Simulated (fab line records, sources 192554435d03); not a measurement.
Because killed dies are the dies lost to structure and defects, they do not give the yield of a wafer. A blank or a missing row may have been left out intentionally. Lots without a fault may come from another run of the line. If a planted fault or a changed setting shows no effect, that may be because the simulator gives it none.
fab line records	flow n5_finfet	part 1 of 2: steps 1 to 15 of 16
[record] lots = 7	wafers = 21	last_day = 17
route steps=1938 shown SD_EPI_P@309 BEOL_M4@1111 PASSIVATION@1936
lots that met no fault: taken from a fault-free run of the same line
start_h: start of the lot's first displayed wafer, in hours after the record's first day	wait_h: hours since the lot's step before	" unchanged from the row above	L1.1+2: one row covering several wafers at once	- either no value or no given start	* or withheld: withheld	< > ~ a bound
route shown NAME@n: NAME is a module with steps in the file, n the number in the route of the first one	usual: mean/standard deviation of fault-free wafers	same: alike in all rows	chamber/n: place in a boat	sites: the reading at each site	_std_site: the values' standard deviation	_edge_site: inner sites' mean taken away from outer sites' mean	radius_mm: how far each site lies from the wafer's centre	mask NAME#n: copy n	behind: the tool/chamber that last shaped the wafer	hold: why the lot was held/for how many hours/how that ended	device: the transistor (n, p or np) that didn't switch	end of line: at the end of the route, the tests of the same wafers	a step without rows: its recipe alone	killed: dies that structure and defects cost at the first sort, which is not the same as the wafer's yield	map: a wafer's dies, x killed, . not, _ none there
set.NAME: setting as actually run; set.NAME@STEP: the setting as run at that earlier step	model.NAME: the simulator's own value behind a step, which no gauge read
lots at selected steps of the route; one table per step, one row per wafer
services: when a tool's chamber went out of use (start_h, in hours from the record's first day, below 0 if earlier), for how many hours, and the reason
[[steps]]
[step N5_SD_EPI_P_STRIP_38]
[recipe] chemistry = N2/H2	temp_c = 40	n2_flow_sccm = 200	h2_flow_sccm = 200	rf_frequency_hz = 6e+07
[step N5_SD_EPI_P_ETCHBACK_46]
[recipe] chemistry = CH3F/O2	mode = anisotropic_etchback	target = SiNx	target_depth_a = 175	stop_on = SiO2	over_etch_frac = 0.3	ion_energy_ev = 120	pressure_mtorr = 30	source_w = 395	bias_w = 73	Ar_flow_sccm = 150	CH3F_flow_sccm = 30	O2_flow_sccm = 20
[usual] drypump_motor_current_A = 5.6/0.43	oes_product_au = 0.69/0.056	rf_vpp_V = 296/6.8	showerhead_plenum_p_Torr = 2.01/0.068	throttle_valve_pct = 16.22/0.15
lot.wafer	tool	chamber	start_h	wait_h	drypump_motor_current_A	oes_product_au	rf_hours_counter_h	rf_vpp_V	showerhead_plenum_p_Torr	throttle_valve_pct
L512.1	rie_diel-05	3	96.63	0.0	6.1	0.68	121	302	2.01	16.22
L512.2	"	1	"	"	6.5	0.58	238	305	1.97	16.52
L512.6	"	1	"	"	6.5	0.58	-	303	1.97	16.53
L516.3	rie_diel-03	0	119.74	0.0	5.5	0.66	144	306	1.99	16.13
L516.4	"	1	"	"	5.4	0.78	19	284	1.97	16.05
L516.5	"	3	"	"	5.1	0.72	-	292	2.12	16.30
L517.1	rie_diel-06	3	127.60	0.0	5.7	0.65	140	304	2.10	16.34
L517.2	"	0	"	"	5.9	0.65	146	302	2.07	16.12
L517.6	"	3	"	"	5.7	0.65	-	304	2.10	16.35
L521.1	rie_diel-03	3	149.97	0.0	5.1	0.72	80	291	2.11	16.32
L521.5	"	1	"	"	5.4	0.76	-	285	1.96	16.09
L521.6	"	2	"	"	6.1	0.65	-	300	1.92	16.05
L522.1	rie_diel-03	3	154.69	0.0	5.1	0.72	81	291	2.11	16.31
L522.2	"	0	"	"	5.4	0.66	156	303	1.99	16.15
L522.4	"	2	"	"	6.1	0.64	158	299	1.92	16.07
L523.1	rie_diel-03	3	161.44	0.0	5.1	0.71	83	291	2.11	16.31
L523.3	"	2	"	"	6.1	0.64	160	299	1.92	16.07
L523.4	"	1	"	"	5.4	0.76	33	286	1.96	16.09
L524.2	rie_diel-03	0	167.40	0.0	5.5	0.64	160	303	1.99	16.18
L524.3	"	2	"	"	6.1	0.64	162	301	1.92	16.07
L524.6	"	3	"	"	5.1	0.71	-	291	2.11	16.33
[step N5_SD_EPI_P_ETCH_47]
[recipe] chemistry = CH3F/O2	target = SiOCN	target_depth_a = 250	mask_material = SOC	ion_energy_ev = 60	bias_w = 29	pressure_mtorr = 30	source_w = 410	Ar_flow_sccm = 150	CH3F_flow_sccm = 30	O2_flow_sccm = 20
[usual] drypump_motor_current_A = 5.6/0.43	oes_product_au = 0.81/0.068	rf_vpp_V = 127.1/2.9	showerhead_plenum_p_Torr = 2.01/0.068	throttle_valve_pct = 16.19/0.15
lot.wafer	tool	chamber	start_h	wait_h	drypump_motor_current_A	oes_product_au	rf_hours_counter_h	rf_vpp_V	showerhead_plenum_p_Torr	throttle_valve_pct
L512.1	rie_diel-05	3	96.73	0.1	6.1	0.81	121	130.5	2.01	16.20
L512.2	"	1	"	"	6.5	0.69	238	129.7	1.97	16.50
L512.6	"	1	"	"	6.5	0.69	-	129.8	1.97	16.49
L516.3	rie_diel-03	0	119.84	0.1	5.5	0.78	145	128.7	1.99	16.11
L516.4	"	1	"	"	5.4	0.92	19	122.2	1.97	16.03
L516.5	"	3	"	"	5.1	0.83	-	125.5	2.12	16.27
L517.1	rie_diel-06	3	127.70	0.1	5.7	0.76	140	130.1	2.09	16.29
L517.2	"	0	"	"	5.9	0.77	146	128.0	2.07	16.09
L517.6	"	3	"	"	5.7	0.76	-	130.6	2.09	16.30
L521.1	rie_diel-03	3	150.07	0.1	5.1	0.82	80	123.5	2.11	16.28
L521.5	"	1	"	"	5.4	0.90	-	123.0	1.96	16.07
L521.6	"	2	"	"	6.1	0.77	-	127.2	1.92	16.03
L522.1	rie_diel-03	3	154.79	0.1	5.1	0.83	81	124.8	2.11	16.29
L522.2	"	0	"	"	5.5	0.78	156	131.3	1.99	16.11
L522.4	"	2	"	"	6.1	0.76	158	128.7	1.92	16.05
L523.1	rie_diel-03	3	161.54	0.1	5.1	0.83	83	125.6	2.11	16.30
L523.3	"	2	"	"	6.1	0.76	160	128.6	1.92	16.06
L523.4	"	1	"	"	5.4	0.90	33	122.5	1.96	16.06
L524.2	rie_diel-03	0	167.50	0.1	5.4	0.76	160	130.6	1.99	16.14
L524.3	"	2	"	"	6.1	0.75	162	127.7	1.92	16.04
L524.6	"	3	"	"	5.1	0.80	-	124.9	2.11	16.29
[step N5_SD_EPI_P_ETCH_16]
[recipe] chemistry = CHF3/O2	target = SiO2	target_depth_a = 50	mask_material = SOC	pressure_mtorr = 30	source_w = 650	bias_w = 170	Ar_flow_sccm = 200	CHF3_flow_sccm = 50	O2_flow_sccm = 5	ion_energy_ev = 200
[usual] drypump_motor_current_A = 5.6/0.43	oes_product_au = 0.81/0.069	rf_vpp_V = 522/12	showerhead_plenum_p_Torr = 2.42/0.079	throttle_valve_pct = 18.77/0.16
lot.wafer	tool	chamber	start_h	wait_h	drypump_motor_current_A	oes_product_au	rf_hours_counter_h	rf_vpp_V	showerhead_plenum_p_Torr	throttle_valve_pct
L512.1	rie_diel-05	3	96.83	0.1	6.1	0.80	121	533	2.42	18.74
L512.2	"	1	"	"	6.5	0.68	238	534	2.37	19.03
L512.6	"	1	"	"	6.5	0.68	-	535	2.37	19.01
L516.3	rie_diel-03	0	119.94	0.1	5.5	0.78	145	537	2.40	18.65
L516.4	"	1	"	"	5.4	0.93	19	503	2.37	18.66
L516.5	"	3	"	"	5.1	0.83	-	514	2.54	18.85
L517.1	rie_diel-06	3	127.80	0.1	5.7	0.75	140	537	2.52	18.87
L517.2	"	0	"	"	5.9	0.77	146	530	2.49	18.61
L517.6	"	3	"	"	5.7	0.75	-	538	2.52	18.89
L521.1	rie_diel-03	3	150.17	0.1	5.1	0.84	80	514	2.54	18.87
L521.5	"	1	"	"	5.4	0.91	-	504	2.37	18.69
L521.6	"	2	"	"	6.1	0.76	-	529	2.32	18.60
L522.1	rie_diel-03	3	154.89	0.1	5.1	0.83	81	516	2.54	18.88
L522.2	"	0	"	"	5.5	0.77	156	535	2.39	18.67
L522.4	"	2	"	"	6.1	0.75	158	528	2.32	18.60
L523.1	rie_diel-03	3	161.64	0.1	5.1	0.81	83	514	2.54	18.88
L523.3	"	2	"	"	6.1	0.75	160	528	2.32	18.60
L523.4	"	1	"	"	5.4	0.89	33	502	2.37	18.70
L524.2	rie_diel-03	0	167.60	0.1	5.4	0.76	160	537	2.39	18.67
L524.3	"	2	"	"	6.2	0.76	162	529	2.32	18.63
L524.6	"	3	"	"	5.1	0.83	-	513	2.54	18.90
[step N5_SD_EPI_P_STRIP_50]
[recipe] chemistry = CHF3/O2	resist = SiARC	rf_frequency_hz = 6e+07
[step N5_SD_EPI_P_SD_RECESS_17]
[recipe] chemistry = HBr/Cl2/O2	target_depth_a = 391	bt_time_s = 3	pressure_mtorr = 10	icp_w = 800	bias_w = 112	HBr_flow_sccm = 150	Cl2_flow_sccm = 80	O2_flow_sccm = 12
[usual] drypump_motor_current_A = 5.7/0.38	mfc_cl2_sccm = 80.00/0.25	oes_product_au = 0.989/0.02	throttle_valve_pct = 36.87/0.26
lot.wafer	tool	chamber	start_h	wait_h	drypump_motor_current_A	mfc_cl2_sccm	oes_product_au	rf_hours_counter_h	throttle_valve_pct
L512.1	rie_si-01	1	96.90	0.0	5.4	79.46	0.989	113	36.91
L512.2	"	0	"	"	5.8	80.63	0.974	32	36.96
L512.6	"	2	"	"	5.7	80.01	0.989	-	36.58
L516.3	rie_si-01	1	120.01	0.0	5.4	80.44	0.995	113	36.91
L516.4	"	0	"	"	5.8	79.88	0.974	33	36.95
L516.5	"	0	"	"	5.8	80.38	0.972	-	36.96
L517.1	rie_si-01	2	127.87	0.0	5.7	80.06	0.998	56	36.60
L517.2	"	1	"	"	5.4	80.67	0.990	113	36.91
L517.6	"	1	"	"	5.4	80.05	1.001	-	36.92
L521.1	rie_si-06	3	150.25	0.0	5.0	80.03	0.980	181	37.31
L521.5	"	2	"	"	4.9	80.08	1.004	-	36.88
L521.6	"	1	"	"	6.0	80.23	0.963	-	37.23
L522.1	rie_si-01	0	154.96	0.0	5.8	80.20	0.964	33	36.95
L522.2	"	1	"	"	5.4	80.11	0.995	114	36.92
L522.4	"	2	"	"	5.7	79.70	0.996	56	36.59
L523.1	rie_si-04	2	161.71	0.0	5.4	80.08	0.978	167	36.46
L523.3	"	1	"	"	6.0	79.86	1.009	4	36.86
L523.4	"	0	"	"	6.0	80.12	1.016	158	37.23
L524.2	rie_si-01	0	167.67	0.0	5.8	79.86	0.971	34	36.93
L524.3	"	2	"	"	5.7	80.03	1.005	57	36.60
L524.6	"	2	"	"	5.7	79.72	1.004	-	36.59
[step N5_SD_EPI_P_WET_ETCH_45]
[recipe] chemistry = dHF	dilution = withheld	time_s = 10.7	target = SiO2	target_depth_a = 20	temp_c = 25	dry = ipa_marangoni	rinse_time_s = 30	rinse_temp_c = 23
[step N5_SD_EPI_P_STRIP_40]
[recipe] chemistry = N2/H2	power_w = 1000	temp_c = 250	h2_frac = 0.65	overash_fraction = 0.3	pressure_mtorr = withheld	n2_flow_sccm = 1750	h2_flow_sccm = 3250
[usual] drypump_motor_current_A = 5.7/0.34	heater_power_w = 318/37	oes_product_au = 0.763/0.012
lot.wafer	tool	chamber	start_h	wait_h	drypump_motor_current_A	heater_power_w	oes_product_au	rf_hours_counter_h
L512.1	plasma_asher-02	1	97.05	0.0	5.8	323	0.762	93
L512.2	"	0	"	"	6.1	325	0.767	93
L512.6	"	1	"	"	5.8	309	0.759	-
L516.3	plasma_asher-01	1	120.18	0.0	5.7	269	0.750	-
L516.4	"	0	"	"	5.1	363	0.766	-
L516.5	"	1	"	"	5.7	264	0.751	-
L517.1	plasma_asher-01	0	128.02	0.0	5.2	363	0.776	45
L517.2	"	1	"	"	5.6	258	0.760	45
L517.6	"	1	"	"	5.6	263	0.771	-
L521.1	plasma_asher-02	1	150.39	0.0	5.8	312	0.760	104
L521.5	"	1	"	"	5.8	317	0.770	-
L521.6	"	0	"	"	6.1	328	0.766	-
L522.1	plasma_asher-01	1	155.11	0.0	5.7	258	0.778	50
L522.2	"	0	"	"	5.2	360	0.784	50
L522.4	"	1	"	"	5.7	259	0.767	-
L523.1	plasma_asher-01	1	161.86	0.0	5.7	265	0.756	51
L523.3	"	1	"	"	5.7	253	0.764	-
L523.4	"	0	"	"	5.2	353	0.742	-
L524.2	plasma_asher-02	1	168.09	0.3	5.8	318	0.776	107
L524.3	"	0	"	"	6.2	328	0.760	-
L524.6	"	0	"	"	6.2	327	0.762	-
[step N5_SD_EPI_P_PRECLEAN_52]
[recipe] chemistry = O3/DIW	time_s = 60	temp_c = 22	o3_ppm = 10
[step N5_SD_EPI_P_SRD_20]
[recipe] dry = ipa_marangoni	do_ppb = 5	time_s = 30	temp_c = 23	rinse_liquid = diw
[step N5_SD_EPI_P_PRECLEAN_51]
[recipe] chemistry = NF3:NH3	afs_cycles = 1	temp_c = 30	time_s = 20	sublimation_temp_c = 180	sublimation_time_s = 60	pressure_torr = 3	rf_power_w = 30
[step N5_SD_EPI_P_VAPOR_ETCH_44]
[recipe] chemistry = NF3/Ar	target = SiGe30	temp_c = 25	time_s = 3.3	mode = isotropic
[step N5_SD_EPI_P_EPI_21]
[recipe] material = SiGe:B	dopant = B	temp_c = 550	pressure_torr = 20	ambient = H2	time_s = 355
[usual] chamber_pressure_Torr = 20.00/0.044	epi_growth_time_s = 355/0
lot.wafer	tool	chamber	start_h	wait_h	chamber_pressure_Torr	epi_growth_time_s
L512.1	epi_rpcvd-02	0	97.56	0.1	20.07	355
L512.2	"	0	"	"	20.04	355
L512.6	"	0	99.36	1.8	20.01	355
L516.3	epi_rpcvd-04	0	121.39	0.8	20.01	355
L516.4	"	0	"	"	19.95	355
L516.5	"	0	"	"	20.02	355
L517.1	epi_rpcvd-04	0	128.53	0.1	19.99	355
L517.2	"	0	"	"	19.98	355
L517.6	"	0	130.33	1.8	19.98	355
L521.1	epi_rpcvd-03	0	151.03	0.2	20.07	355
L521.5	"	0	152.95	2.0	20.04	355
L521.6	"	0	"	"	20.08	355
L522.1	epi_rpcvd-02	-	155.63	0.1	-	-
L522.2	"	-	"	"	-	-
L522.4	"	-	"	"	-	-
L523.1	epi_rpcvd-02	-	162.37	0.1	-	-
L523.3	"	-	"	"	-	-
L523.4	"	-	"	"	-	-
L524.2	epi_rpcvd-02	-	168.97	0.5	-	-
L524.3	"	-	"	"	-	-
L524.6	"	-	170.41	1.8	-	-
[step N5_SD_EPI_P_HM_STRIP_48]
[recipe] chemistry = H3PO4	temp_c = 160	material = SiNx	target = SiNx	target_depth_a = 30	overetch_fraction = 0.3
[step N5_BEOL_M4_RC_MEAS_101]
[usual] DIBL_N = 36.7/1.8	DIBL_P = 37.0/2.4	IOFF_N = 0.17/0.036	IOFF_P = 0.22/0.042	ION_N = 673/12	ION_P = 462/8.5	SS_N = 71.7/0.62	SS_P = 73.4/0.65	VT_N = 250/3.7	VT_P = -250/3.7
lot.wafer	tool	chamber	start_h	wait_h	DIBL_N[mV/V]	DIBL_P[mV/V]	IOFF_N[nA/um]	IOFF_P[nA/um]	ION_N[uA/um]	ION_P[uA/um]	SS_N[mV/dec]	SS_P[mV/dec]	VT_N[mV]	VT_P[mV]
L512.1	prober-02	0	224.14	0.0	36.6	36.5	0.16	0.21	669	465	71.9	72.7	252	-247
L512.2	"	0	"	"	34.9	35.1	0.13	0.19	663	464	71.6	73.0	250	-250
L512.6	"	0	"	"	35.9	35.8	0.15	0.20	663	463	71.4	73.0	251	-251
L516.3	prober-02	0	237.34	0.3	38.8	38.6	0.19	0.24	697	470	71.6	74.8	248	-252
L516.4	"	0	"	"	35.0	35.0	0.14	0.19	672	459	71.7	72.9	251	-254
L516.5	"	0	"	"	37.7	38.3	0.19	0.25	701	479	72.2	74.6	247	-247
L517.1	prober-01	0	262.40	0.0	38.3	39.4	0.21	0.27	671	463	72.5	73.8	245	-247
L517.2	"	0	"	"	37.7	39.4	0.19	0.26	681	467	71.6	73.9	248	-248
L517.6	"	0	"	"	36.8	39.1	0.18	0.26	682	473	71.7	73.3	245	-247
L521.1	prober-02	0	272.39	0.0	35.3	35.6	0.14	0.19	685	465	70.9	72.8	250	-254
L521.5	"	0	"	"	33.0	33.9	0.11	0.17	665	469	70.5	72.2	255	-252
L521.6	"	0	"	"	37.2	37.4	0.17	0.23	675	461	71.4	73.6	248	-247
[[key]]
[first_sign] step = N5_SD_EPI_P_EPI_21	reading = tool_record	direction = missing
[effect] step = N5_PASSIVATION_PROBE_49	reading = sort_bin_5_function	direction = up	sigmas = 93	usual = 5.2	struck = 96.7
[more_kills_born_at] N5_SD_EPI_P_EPI_21@epi_rpcvd-02 = 9742
met_at N5_SD_EPI_P_EPI_21
struck_wafers L522.1,L522.2,L522.4,L523.1,L523.3,L523.4,L524.2,L524.3,L524.6
later_rows_left_out L522.1,L522.2,L522.4,L523.1,L523.3,L523.4,L524.2,L524.3,L524.6
onset_between 97.56 155.63
[fault] kind = skipped_step_whole	tool = epi_rpcvd-02	chamber = -	onset_h = 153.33	steps = N5_SD_EPI_P_EPI_21	scope = struck_lots_only
// later_rows_left_out: the simulator's readings of these wafers behind a module that went badly wrong aren't trusted and aren't shown, but for the sort
